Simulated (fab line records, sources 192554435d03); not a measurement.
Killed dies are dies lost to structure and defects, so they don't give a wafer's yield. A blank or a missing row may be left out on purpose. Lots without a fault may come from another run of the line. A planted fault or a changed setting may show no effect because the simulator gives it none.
Which tool did it? | flow n5_finfet | 24 lots, 72 wafers sampled, at 6 steps of a route of 1938

WHAT THE GAUGES READ, wafer by wafer
N5_BEOL_M6_THK_MEAS_01. Usual: M6_ILD_THK 154.9 nm, standard deviation 2.
lot  | measured     | on            | M6_ILD_THK (nm)   | flag
L074 | day 8 13:41  | film_metro-01 | 155.2 153.2 155.4 |
L075 | day 9 00:05  | film_metro-01 | 153.2 152.9 154.9 |
L076 | day 9 08:35  | film_metro-02 | 155.5 160.8 158.0 |
L077 | day 9 14:42  | film_metro-01 | 156.3 158.0 157.8 |
L078 | day 9 16:48  | film_metro-01 | 153.8 157.7 155.6 |
L079 | day 10 06:38 | film_metro-01 | 155.1 155.1 157.2 |
L080 | day 10 10:12 | film_metro-02 | 154.6 155.2 153.3 |
L081 | day 10 14:16 | film_metro-01 | 150.9 151.0 151.8 |
L084 | day 10 17:26 | film_metro-02 | 152.4 151.4 154.4 |
L082 | day 10 23:17 | film_metro-02 | 154.7 153.3 156.3 |
L083 | day 11 09:08 | film_metro-02 | 154.1 156.6 156.4 |
L085 | day 11 14:56 | film_metro-02 | 153.3 157.0 156.0 |
L086 | day 11 15:38 | film_metro-02 | 154.8 158.8 155.5 |
L087 | day 12 05:32 | film_metro-02 | 154.7 154.0 153.7 |
L088 | day 12 09:58 | film_metro-02 | 155.6 155.7 159.0 |
L090 | day 12 11:39 | film_metro-01 | 151.6 151.8 151.7 |
L089 | day 12 12:25 | film_metro-01 | 153.2 154.0 156.7 |
L091 | day 12 20:13 | film_metro-02 | 153.6 156.5 157.6 |
L092 | day 13 04:37 | film_metro-01 | 159.5 155.9 154.3 |
L095 | day 13 10:24 | film_metro-02 | 153.8 151.6 152.0 |
L093 | day 13 14:53 | film_metro-02 | 153.3 155.4 154.6 |
L094 | day 13 21:36 | film_metro-02 | 151.9 152.8 154.0 |
L096 | day 14 03:47 | film_metro-01 | 155.1 156.2 155.3 |
L097 | day 14 08:39 | film_metro-01 | 154.0 154.3 157.7 |

N5_BEOL_M6_CD_MEAS_11: target cd 38.5 nm. Usual: cd_nm 38.6 nm, standard deviation 0.42.
lot  | measured     | on        | cd_nm (nm)     | flag
L074 | day 8 15:32  | cd_sem-01 | 39.3 39.1 38.3 |
L075 | day 9 00:53  | cd_sem-03 | 39.1 38.8 37.9 |
L076 | day 9 10:02  | cd_sem-01 | 39.0 39.0 38.3 |
L077 | day 9 15:40  | cd_sem-02 | 38.5 38.8 38.8 |
L078 | day 9 19:11  | cd_sem-02 | 38.3 38.6 38.9 |
L079 | day 10 07:44 | cd_sem-01 | 38.6 38.5 38.5 |
L080 | day 10 11:02 | cd_sem-03 | 39.5 38.5 38.9 |
L081 | day 10 14:58 | cd_sem-03 | 38.2 38.3 38.5 |
L084 | day 10 18:40 | cd_sem-02 | 39.4 39.8 38.4 |
L082 | day 11 00:50 | cd_sem-03 | 38.5 38.5 38.5 |
L083 | day 11 09:44 | cd_sem-01 | 38.4 38.4 37.8 |
L085 | day 11 16:44 | cd_sem-03 | 38.4 39.4 38.6 |
L086 | day 11 16:56 | cd_sem-03 | 37.9 38.7 38.8 |
L087 | day 12 08:51 | cd_sem-02 | 38.7 38.1 38.5 |
L088 | day 12 11:01 | cd_sem-01 | 38.2 38.6 38.8 |
L090 | day 12 13:47 | cd_sem-01 | 38.5 39.1 38.6 |
L089 | day 12 13:59 | cd_sem-03 | 39.0 38.9 39.0 |
L091 | day 12 21:58 | cd_sem-03 | 38.2 38.6 37.8 |
L092 | day 13 06:03 | cd_sem-02 | 38.4 38.2 38.3 |
L095 | day 13 12:53 | cd_sem-03 | 38.6 38.6 38.6 |
L093 | day 13 16:23 | cd_sem-02 | 39.0 38.3 38.6 |
L094 | day 13 23:29 | cd_sem-01 | 38.2 38.1 37.9 |
L096 | day 14 04:26 | cd_sem-02 | 38.9 38.4 38.4 |
L097 | day 14 09:09 | cd_sem-01 | 38.5 39.0 38.3 |

WHICH TOOL RAN EACH LOT (tool, then ch and the chambers of the sampled wafers, then the start)
lot  | N5_BEOL_M5_STRIP_36                | N5_BEOL_M5_DEGAS_44          | N5_BEOL_M5_PRE_CLEAN_77          | N5_BEOL_M5_CO_CAP_78
L074 | rie_diel-03 ch 0,1,2, day 8 05:28  | pvd_sputter-01, day 8 06:52  | cvd_co-02 ch 0,1,2, day 8 12:49  | cvd_co-02 ch 0,1,2, day 8 12:51
L075 | rie_diel-04 ch 0,2,3, day 8 15:11  | pvd_sputter-02, day 8 16:35  | cvd_co-02 ch 0,2, day 8 22:45    | cvd_co-02 ch 0,2, day 8 22:47
L076 | rie_diel-04 ch 1,2,3, day 9 00:53  | pvd_sputter-03, day 9 01:50  | cvd_co-01 ch 0,1,2, day 9 07:41  | cvd_co-01 ch 0,1,2, day 9 07:44
L077 | rie_diel-05 ch 0,1, day 9 06:25    | pvd_sputter-02, day 9 07:08  | cvd_co-02 ch 0,2, day 9 13:45    | cvd_co-02 ch 0,2, day 9 13:47
L078 | rie_diel-05 ch 0,3, day 9 08:53    | pvd_sputter-02, day 9 10:07  | cvd_co-01 ch 0,1, day 9 15:56    | cvd_co-01 ch 0,1, day 9 15:59
L079 | rie_diel-05 ch 2,3, day 9 22:45    | pvd_sputter-03, day 9 23:39  | cvd_co-01 ch 0,2, day 10 05:46   | cvd_co-01 ch 0,2, day 10 05:48
L080 | rie_diel-04 ch 0,1,3, day 10 02:18 | pvd_sputter-03, day 10 03:08 | cvd_co-02 ch 1,2, day 10 09:19   | cvd_co-02 ch 1,2, day 10 09:22
L081 | rie_diel-04 ch 0,1,3, day 10 06:25 | pvd_sputter-02, day 10 07:14 | cvd_co-02 ch 0,1,2, day 10 13:25 | cvd_co-02 ch 0,1,2, day 10 13:27
L084 | rie_diel-05 ch 0,1, day 10 09:48   | pvd_sputter-01, day 10 10:35 | cvd_co-02 ch 0,1,2, day 10 16:34 | cvd_co-02 ch 0,1,2, day 10 16:37
L082 | rie_diel-04 ch 0,2,3, day 10 15:17 | pvd_sputter-01, day 10 16:16 | cvd_co-01 ch 0,1, day 10 22:26   | cvd_co-01 ch 0,1, day 10 22:28
L083 | rie_diel-04 ch 0,1,2, day 11 01:22 | pvd_sputter-01, day 11 02:19 | cvd_co-01 ch 1,2, day 11 08:16   | cvd_co-01 ch 1,2, day 11 08:19
L085 | rie_diel-05 ch 0,2, day 11 07:05   | pvd_sputter-03, day 11 08:08 | cvd_co-02 ch 0,1, day 11 14:04   | cvd_co-02 ch 0,1, day 11 14:06
L086 | rie_diel-05 ch 0,1,2, day 11 08:17 | pvd_sputter-01, day 11 09:01 | cvd_co-01 ch 0,1,2, day 11 14:46 | cvd_co-01 ch 0,1,2, day 11 14:49
L087 | rie_diel-04 ch 2,3, day 11 22:04   | pvd_sputter-02, day 11 22:51 | cvd_co-01 ch 0,1, day 12 04:40   | cvd_co-01 ch 0,1, day 12 04:43
L088 | rie_diel-04 ch 0,2,3, day 12 01:53 | pvd_sputter-02, day 12 03:07 | cvd_co-01 ch 1,2, day 12 09:06   | cvd_co-01 ch 1,2, day 12 09:08
L090 | rie_diel-04 ch 1,2,3, day 12 03:38 | pvd_sputter-01, day 12 04:58 | cvd_co-02 ch 0,1,2, day 12 10:47 | cvd_co-02 ch 0,1,2, day 12 10:50
L089 | rie_diel-04 ch 0,1,3, day 12 04:20 | pvd_sputter-01, day 12 05:22 | cvd_co-01 ch 0,1, day 12 11:33   | cvd_co-01 ch 0,1, day 12 11:35
L091 | rie_diel-03 ch 1,2, day 12 11:20   | pvd_sputter-03, day 12 13:04 | cvd_co-01 ch 0,2, day 12 18:52   | cvd_co-01 ch 0,2, day 12 18:55
L092 | rie_diel-05 ch 2,3, day 12 18:57   | pvd_sputter-01, day 12 21:10 | cvd_co-02 ch 0,1,2, day 13 03:46 | cvd_co-02 ch 0,1,2, day 13 03:49
L095 | rie_diel-04 ch 0,2,3, day 13 02:43 | pvd_sputter-01, day 13 03:38 | cvd_co-01 ch 0,1,2, day 13 09:32 | cvd_co-01 ch 0,1,2, day 13 09:35
L093 | rie_diel-05 ch 1,2, day 13 04:23   | pvd_sputter-03, day 13 05:28 | cvd_co-02 ch 0,1,2, day 13 13:49 | cvd_co-02 ch 0,1,2, day 13 13:51
L094 | rie_diel-03 ch 0,1,2, day 13 13:03 | pvd_sputter-03, day 13 13:52 | cvd_co-02 ch 0,1,2, day 13 20:44 | cvd_co-02 ch 0,1,2, day 13 20:46
L096 | rie_diel-03 ch 0,1,2, day 13 19:49 | pvd_sputter-03, day 13 20:36 | cvd_co-02 ch 1,2, day 14 02:55   | cvd_co-02 ch 1,2, day 14 02:58
L097 | rie_diel-05 ch 0,1,2, day 13 23:35 | pvd_sputter-03, day 14 00:32 | cvd_co-01 ch 0,1,2, day 14 07:47 | cvd_co-01 ch 0,1,2, day 14 07:50
- N5_BEOL_M5_STRIP_36: strips in N2/H2.
- N5_BEOL_M5_DEGAS_44: time 60 s.
- N5_BEOL_M5_PRE_CLEAN_77: time 15 s.
- N5_BEOL_M5_CO_CAP_78: material Co, precursor CCTBA/H2, target thk 2 nm, time 102.1 s.

WHAT THE TOOLS THEMSELVES READ (means of the sampled wafers that have a number; where no wafer has one, the mark that the record gives instead)
N5_BEOL_M5_STRIP_36. Usual: drypump_motor_current_A 5.7 A, standard deviation 0.48; oes_product_au 0.79 a.u., standard deviation 0.068; rf_vpp_V 59.5 V, standard deviation 1.4; showerhead_plenum_p_Torr 2.54 Torr, standard deviation 0.098; throttle_valve_pct 23.68 %, standard deviation 0.3.
lot  | tool        | drypump_motor_current_A (A) | oes_product_au (a.u.) | rf_vpp_V (V) | showerhead_plenum_p_Torr (Torr) | throttle_valve_pct (%) | flag
L074 | rie_diel-03 | 5.8                         | 0.78                  | 59.8         | 2.51                            | 23.47                  |
L075 | rie_diel-04 | 5.7                         | 0.74                  | 58.8         | 2.53                            | 23.48                  |
L076 | rie_diel-04 | 5.4                         | 0.77                  | 60.6         | 2.51                            | 23.73                  |
L077 | rie_diel-05 | 5.6                         | 0.86                  | 59.7         | 2.62                            | 23.65                  |
L078 | rie_diel-05 | 5.6                         | 0.75                  | 59.8         | 2.49                            | 23.66                  |
L079 | rie_diel-05 | 5.3                         | 0.74                  | 59.0         | 2.56                            | 23.61                  |
L080 | rie_diel-04 | 5.9                         | 0.77                  | 57.6         | 2.47                            | 23.75                  |
L081 | rie_diel-04 | 5.9                         | 0.76                  | 58.3         | 2.47                            | 23.75                  |
L084 | rie_diel-05 | 5.6                         | 0.84                  | 59.7         | 2.61                            | 23.67                  |
L082 | rie_diel-04 | 5.7                         | 0.72                  | 60.6         | 2.52                            | 23.48                  |
L083 | rie_diel-04 | 5.5                         | 0.75                  | 59.7         | 2.54                            | 23.67                  |
L085 | rie_diel-05 | 6.0                         | 0.83                  | 59.8         | 2.54                            | 24.02                  |
L086 | rie_diel-05 | 5.7                         | 0.84                  | 61.7         | 2.61                            | 23.81                  |
L087 | rie_diel-04 | 5.2                         | 0.71                  | 58.8         | 2.55                            | 23.52                  |
L088 | rie_diel-04 | 5.7                         | 0.73                  | 59.8         | 2.52                            | 23.51                  |
L090 | rie_diel-04 | 5.4                         | 0.75                  | 60.7         | 2.50                            | 23.78                  |
L089 | rie_diel-04 | 5.9                         | 0.76                  | 60.3         | 2.47                            | 23.77                  |
L091 | rie_diel-03 | 6.1                         | 0.77                  | 58.4         | 2.50                            | 23.42                  |
L092 | rie_diel-05 | 5.4                         | 0.87                  | 58.4         | 2.61                            | 23.66                  |
L095 | rie_diel-04 | 5.7                         | 0.71                  | 58.8         | 2.52                            | 23.52                  |
L093 | rie_diel-05 | 5.3                         | 0.83                  | 60.8         | 2.67                            | 23.63                  |
L094 | rie_diel-03 | 5.9                         | 0.74                  | 58.3         | 2.49                            | 23.51                  |
L096 | rie_diel-03 | 5.8                         | 0.75                  | 58.5         | 2.49                            | 23.53                  |
L097 | rie_diel-05 | 5.7                         | 0.81                  | 58.9         | 2.60                            | 23.83                  |

N5_BEOL_M5_DEGAS_44. Usual: heater_power_w 303 W, standard deviation 35.
lot  | tool           | heater_power_w (W) | flag
L074 | pvd_sputter-01 | 298                |
L075 | pvd_sputter-02 | 322                |
L076 | pvd_sputter-03 | 293                |
L077 | pvd_sputter-02 | 316                |
L078 | pvd_sputter-02 | 330                |
L079 | pvd_sputter-03 | 290                |
L080 | pvd_sputter-03 | 273                |
L081 | pvd_sputter-02 | 322                |
L084 | pvd_sputter-01 | 273                |
L082 | pvd_sputter-01 | 271                |
L083 | pvd_sputter-01 | 276                |
L085 | pvd_sputter-03 | 297                |
L086 | pvd_sputter-01 | 292                |
L087 | pvd_sputter-02 | 323                |
L088 | pvd_sputter-02 | 322                |
L090 | pvd_sputter-01 | 276                |
L089 | pvd_sputter-01 | 294                |
L091 | pvd_sputter-03 | 271                |
L092 | pvd_sputter-01 | 316                |
L095 | pvd_sputter-01 | 295                |
L093 | pvd_sputter-03 | 291                |
L094 | pvd_sputter-03 | 294                |
L096 | pvd_sputter-03 | 300                |
L097 | pvd_sputter-03 | 297                |

N5_BEOL_M5_PRE_CLEAN_77. Usual: heater_power_w 96 W, standard deviation 17.
lot  | tool      | heater_power_w (W) | flag
L074 | cvd_co-02 | 81                 |
L075 | cvd_co-02 | 79                 |
L076 | cvd_co-01 | 108                |
L077 | cvd_co-02 | 88                 |
L078 | cvd_co-01 | 116                |
L079 | cvd_co-01 | 105                |
L080 | cvd_co-02 | 93                 |
L081 | cvd_co-02 | 83                 |
L084 | cvd_co-02 | 85                 |
L082 | cvd_co-01 | 114                |
L083 | cvd_co-01 | 110                |
L085 | cvd_co-02 | 79                 |
L086 | cvd_co-01 | 107                |
L087 | cvd_co-01 | 115                |
L088 | cvd_co-01 | 100                |
L090 | cvd_co-02 | 84                 |
L089 | cvd_co-01 | 116                |
L091 | cvd_co-01 | 104                |
L092 | cvd_co-02 | 83                 |
L095 | cvd_co-01 | 108                |
L093 | cvd_co-02 | 83                 |
L094 | cvd_co-02 | 83                 |
L096 | cvd_co-02 | 92                 |
L097 | cvd_co-01 | 110                |

N5_BEOL_M5_CO_CAP_78. Usual: heater_power_w 249 W, standard deviation 21.
lot  | tool      | heater_power_w (W) | flag
L074 | cvd_co-02 | 234                |
L075 | cvd_co-02 | 229                |
L076 | cvd_co-01 | 266                |
L077 | cvd_co-02 | 242                |
L078 | cvd_co-01 | 271                |
L079 | cvd_co-01 | 259                |
L080 | cvd_co-02 | 247                |
L081 | cvd_co-02 | 235                |
L084 | cvd_co-02 | 230                |
L082 | cvd_co-01 | 272                |
L083 | cvd_co-01 | 265                |
L085 | cvd_co-02 | 226                |
L086 | cvd_co-01 | 265                |
L087 | cvd_co-01 | 273                |
L088 | cvd_co-01 | 253                |
L090 | cvd_co-02 | 232                |
L089 | cvd_co-01 | 279                |
L091 | cvd_co-01 | 259                |
L092 | cvd_co-02 | 239                |
L095 | cvd_co-01 | 266                |
L093 | cvd_co-02 | 235                |
L094 | cvd_co-02 | 231                |
L096 | cvd_co-02 | 247                |
L097 | cvd_co-01 | 263                |

THE ANSWER, worked out from the rows above alone
Rule: a lot is off if the mean of its wafers that have a number lies more than 3 standard deviations from the usual mean. A lot without any number at a reading at which 4 lots or more have one is off too. The other lots that the step has rows for count as sound. The gauges are gone through in route order, then the tools' own readings, and for those a lot's mean is taken as printed above. The first step at which some lot is off is used, and at that step the reading that is off furthest; a lot without a number counts as furthest.
No lot is off at any reading shown: from this, nothing can be told.

WHAT THE SIMULATOR HAD PUT IN
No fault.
